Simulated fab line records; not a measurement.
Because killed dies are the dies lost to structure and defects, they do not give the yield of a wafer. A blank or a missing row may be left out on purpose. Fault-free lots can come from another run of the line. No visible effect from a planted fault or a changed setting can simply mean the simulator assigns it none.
Split-lot study || flow n5Finfet || 39 wafers read from 7 lots, route of 1938 steps

THE SPLIT
At N5_FIN_CUT_CUT_ETCH_26 (etches SiNx in CH3F/O2, target depth 39 nm, time 55.7 s), the setting sourceW was moved away from the recipe's 395 W on 18 of the 39 wafers read, by -17.5% to +17.5%. The other wafers ran this setting at the recipe's value.

The reading comes from the split's own step.

THE READING
rfVppV, in V, at N5_FIN_CUT_CUT_ETCH_26 (etches SiNx in CH3F/O2, target depth 39 nm, time 55.7 s). A value of 297 V with a standard deviation of 4.2 V is what fault-free wafers of this fab line usually give.

{"wafer": "L080.1", "tool, chamber at the split": "rieDiel-04, 3", "sourceW as run, W": 464.1, "against the recipe": "+17.5%", "rfVppV, V": 278, "against lot-mates on the recipe": -23}
{"wafer": "L080.2", "tool, chamber at the split": "rieDiel-04, 0", "sourceW as run, W": 395, "against the recipe": "recipe", "rfVppV, V": 302, "against lot-mates on the recipe": "-"}
{"wafer": "L080.3", "tool, chamber at the split": "rieDiel-04, 2", "sourceW as run, W": 464.1, "against the recipe": "+17.5%", "rfVppV, V": 274, "against lot-mates on the recipe": -27}
{"wafer": "L080.4", "tool, chamber at the split": "rieDiel-04, 1", "sourceW as run, W": 395, "against the recipe": "recipe", "rfVppV, V": 301, "against lot-mates on the recipe": "-"}
{"wafer": "L080.5", "tool, chamber at the split": "rieDiel-04, 2", "sourceW as run, W": 464.1, "against the recipe": "+17.5%", "rfVppV, V": 275, "against lot-mates on the recipe": -26}
{"wafer": "L080.6", "tool, chamber at the split": "rieDiel-04, 1", "sourceW as run, W": 395, "against the recipe": "recipe", "rfVppV, V": 301, "against lot-mates on the recipe": "-"}
{"wafer": "L082.1", "tool, chamber at the split": "rieDiel-01, 3", "sourceW as run, W": 339.7, "against the recipe": "-14.0%", "rfVppV, V": 318, "against lot-mates on the recipe": "+22"}
{"wafer": "L082.2", "tool, chamber at the split": "rieDiel-01, 0", "sourceW as run, W": 395, "against the recipe": "recipe", "rfVppV, V": 288, "against lot-mates on the recipe": "-"}
{"wafer": "L082.3", "tool, chamber at the split": "rieDiel-01, 1", "sourceW as run, W": 339.7, "against the recipe": "-14.0%", "rfVppV, V": 324, "against lot-mates on the recipe": "+28"}
{"wafer": "L082.4", "tool, chamber at the split": "rieDiel-01, 3", "sourceW as run, W": 395, "against the recipe": "recipe", "rfVppV, V": 297, "against lot-mates on the recipe": "-"}
{"wafer": "L082.5", "tool, chamber at the split": "rieDiel-01, 0", "sourceW as run, W": 339.7, "against the recipe": "-14.0%", "rfVppV, V": 310, "against lot-mates on the recipe": "+14"}
{"wafer": "L082.6", "tool, chamber at the split": "rieDiel-01, 1", "sourceW as run, W": 395, "against the recipe": "recipe", "rfVppV, V": 302, "against lot-mates on the recipe": "-"}
{"wafer": "L085.1", "tool, chamber at the split": "rieDiel-04, 0", "sourceW as run, W": 395, "against the recipe": "recipe", "rfVppV, V": 302, "against lot-mates on the recipe": "-"}
{"wafer": "L085.5", "tool, chamber at the split": "rieDiel-04, 0", "sourceW as run, W": 395, "against the recipe": "recipe", "rfVppV, V": 299, "against lot-mates on the recipe": "-"}
{"wafer": "L085.6", "tool, chamber at the split": "rieDiel-04, 1", "sourceW as run, W": 395, "against the recipe": "recipe", "rfVppV, V": 302, "against lot-mates on the recipe": "-"}
{"wafer": "L086.1", "tool, chamber at the split": "rieDiel-04, 3", "sourceW as run, W": 395, "against the recipe": "recipe", "rfVppV, V": 299, "against lot-mates on the recipe": "-"}
{"wafer": "L086.2", "tool, chamber at the split": "rieDiel-04, 2", "sourceW as run, W": 395, "against the recipe": "recipe", "rfVppV, V": 295, "against lot-mates on the recipe": "-"}
{"wafer": "L086.3", "tool, chamber at the split": "rieDiel-04, 0", "sourceW as run, W": 395, "against the recipe": "recipe", "rfVppV, V": 300, "against lot-mates on the recipe": "-"}
{"wafer": "L086.4", "tool, chamber at the split": "rieDiel-04, 2", "sourceW as run, W": 360.9, "against the recipe": "-8.6%", "rfVppV, V": 309, "against lot-mates on the recipe": "+11"}
{"wafer": "L086.5", "tool, chamber at the split": "rieDiel-04, 3", "sourceW as run, W": 360.9, "against the recipe": "-8.6%", "rfVppV, V": 313, "against lot-mates on the recipe": "+15"}
{"wafer": "L086.6", "tool, chamber at the split": "rieDiel-04, 0", "sourceW as run, W": 360.9, "against the recipe": "-8.6%", "rfVppV, V": 312, "against lot-mates on the recipe": "+14"}
{"wafer": "L089.1", "tool, chamber at the split": "rieDiel-03, 1", "sourceW as run, W": 325.8, "against the recipe": "-17.5%", "rfVppV, V": 324, "against lot-mates on the recipe": "+27"}
{"wafer": "L089.2", "tool, chamber at the split": "rieDiel-03, 3", "sourceW as run, W": 395, "against the recipe": "recipe", "rfVppV, V": 298, "against lot-mates on the recipe": "-"}
{"wafer": "L089.3", "tool, chamber at the split": "rieDiel-03, 0", "sourceW as run, W": 395, "against the recipe": "recipe", "rfVppV, V": 297, "against lot-mates on the recipe": "-"}
{"wafer": "L089.4", "tool, chamber at the split": "rieDiel-03, 2", "sourceW as run, W": 325.8, "against the recipe": "-17.5%", "rfVppV, V": 317, "against lot-mates on the recipe": "+20"}
{"wafer": "L089.5", "tool, chamber at the split": "rieDiel-03, 1", "sourceW as run, W": 325.8, "against the recipe": "-17.5%", "rfVppV, V": 324, "against lot-mates on the recipe": "+27"}
{"wafer": "L089.6", "tool, chamber at the split": "rieDiel-03, 0", "sourceW as run, W": 395, "against the recipe": "recipe", "rfVppV, V": 297, "against lot-mates on the recipe": "-"}
{"wafer": "L091.1", "tool, chamber at the split": "rieDiel-04, 0", "sourceW as run, W": 395, "against the recipe": "recipe", "rfVppV, V": 299, "against lot-mates on the recipe": "-"}
{"wafer": "L091.2", "tool, chamber at the split": "rieDiel-04, 1", "sourceW as run, W": 414.7, "against the recipe": "+5.0%", "rfVppV, V": 294, "against lot-mates on the recipe": -4}
{"wafer": "L091.3", "tool, chamber at the split": "rieDiel-04, 2", "sourceW as run, W": 395, "against the recipe": "recipe", "rfVppV, V": 294, "against lot-mates on the recipe": "-"}
{"wafer": "L091.4", "tool, chamber at the split": "rieDiel-04, 2", "sourceW as run, W": 414.7, "against the recipe": "+5.0%", "rfVppV, V": 289, "against lot-mates on the recipe": -9}
{"wafer": "L091.5", "tool, chamber at the split": "rieDiel-04, 1", "sourceW as run, W": 414.7, "against the recipe": "+5.0%", "rfVppV, V": 296, "against lot-mates on the recipe": -2}
{"wafer": "L091.6", "tool, chamber at the split": "rieDiel-04, 0", "sourceW as run, W": 395, "against the recipe": "recipe", "rfVppV, V": 302, "against lot-mates on the recipe": "-"}
{"wafer": "L096.1", "tool, chamber at the split": "rieDiel-04, 2", "sourceW as run, W": 450.3, "against the recipe": "+14.0%", "rfVppV, V": 277, "against lot-mates on the recipe": -23}
{"wafer": "L096.2", "tool, chamber at the split": "rieDiel-04, 0", "sourceW as run, W": 395, "against the recipe": "recipe", "rfVppV, V": 301, "against lot-mates on the recipe": "-"}
{"wafer": "L096.3", "tool, chamber at the split": "rieDiel-04, 3", "sourceW as run, W": 395, "against the recipe": "recipe", "rfVppV, V": 300, "against lot-mates on the recipe": "-"}
{"wafer": "L096.4", "tool, chamber at the split": "rieDiel-04, 0", "sourceW as run, W": 450.3, "against the recipe": "+14.0%", "rfVppV, V": 282, "against lot-mates on the recipe": -18}
{"wafer": "L096.5", "tool, chamber at the split": "rieDiel-04, 3", "sourceW as run, W": 395, "against the recipe": "recipe", "rfVppV, V": 300, "against lot-mates on the recipe": "-"}
{"wafer": "L096.6", "tool, chamber at the split": "rieDiel-04, 2", "sourceW as run, W": 450.3, "against the recipe": "+14.0%", "rfVppV, V": 279, "against lot-mates on the recipe": -21}

FIT RESULTS
A straight line over all 39 wafers: rfVppV changes by -1.33 V for each +1% of sourceW; r = -0.97; the points scatter about the line by 3.4 V.
The same after taking each lot's own level away (the mean of its wafers on the recipe; 39 wafers): -1.46 V for each +1%; r = -0.98; scatter 3.1 V.
The reading moves by 26 V for the largest change in sourceW, on that fit.
The lots' own levels span 295.7 to 301.3 V, that is 1.3 times the standard deviation above.
Hence the lot-to-lot level has little effect on the slope; both slopes agree.
Check: +25.6 V against its lot-mates is what the line predicts for one of the wafers moved furthest among these (-17.5%) when that wafer is left out of the fit. Against them it came out at +26.7 V.
Tool readings at the split's step, against how far the setting was moved: rfVppV r = -0.97.

ADDITIONAL SPLITS CARRIED BY THESE WAFERS
These wafers also went through other splits before the reading. Each is held against what the fit with the lots' levels taken away leaves over:
{"other split on the same wafers": "N5_FIN_SAQP_EXPOSE_13 doseMj", "wafers away from the commonest value": 18, "r with rfVppV (lot level and that fit taken away)": "+0.01"}
{"other split on the same wafers": "N5_FIN_CUT_ETCH_21 biasW", "wafers away from the commonest value": 12, "r with rfVppV (lot level and that fit taken away)": -0.21}

THE WHOLE CHAIN: every reading that the file lists as answering this split, in the file's order
{"step": "N5_FIN_CUT_CUT_ETCH_26", "what it does": "etches SiNx in CH3F/O2, target depth 39 nm, time 55.7 s", "reading": "rfVppV", "change (the file's fit)": "-1.46 V for each +1% of the setting", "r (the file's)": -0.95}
{"step": "N5_FIN_CUT_CUT_ETCH_26", "what it does": "etches SiNx in CH3F/O2, target depth 39 nm, time 55.7 s", "reading": "etch.depthNm (the simulator's own value, which no gauge read)", "change (the file's fit)": "+0.142 nm for each +1% of the setting", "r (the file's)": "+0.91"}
{"step": "N5_FIN_CUT_CUT_ETCH_26", "what it does": "etches SiNx in CH3F/O2, target depth 39 nm, time 55.7 s", "reading": "SOC_of_FIN_CUT_COAT_18.thkNm (the simulator's own value, which no gauge read)", "change (the file's fit)": "-0.0656 nm for each +1% of the setting", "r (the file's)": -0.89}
{"step": "N5_FIN_CUT_CUT_ETCH_27", "what it does": "etches SiO2 in CHF3/O2, target depth 4 nm, overetch 2 nm, time 4.9 s", "reading": "SOC_of_FIN_CUT_COAT_18.thkNm (the simulator's own value, which no gauge read)", "change (the file's fit)": "-0.0688 nm for each +1% of the setting", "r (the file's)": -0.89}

THE FILE'S OWN FIT
rfVppV changes by -1.46 V for each +1% of sourceW, r = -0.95.
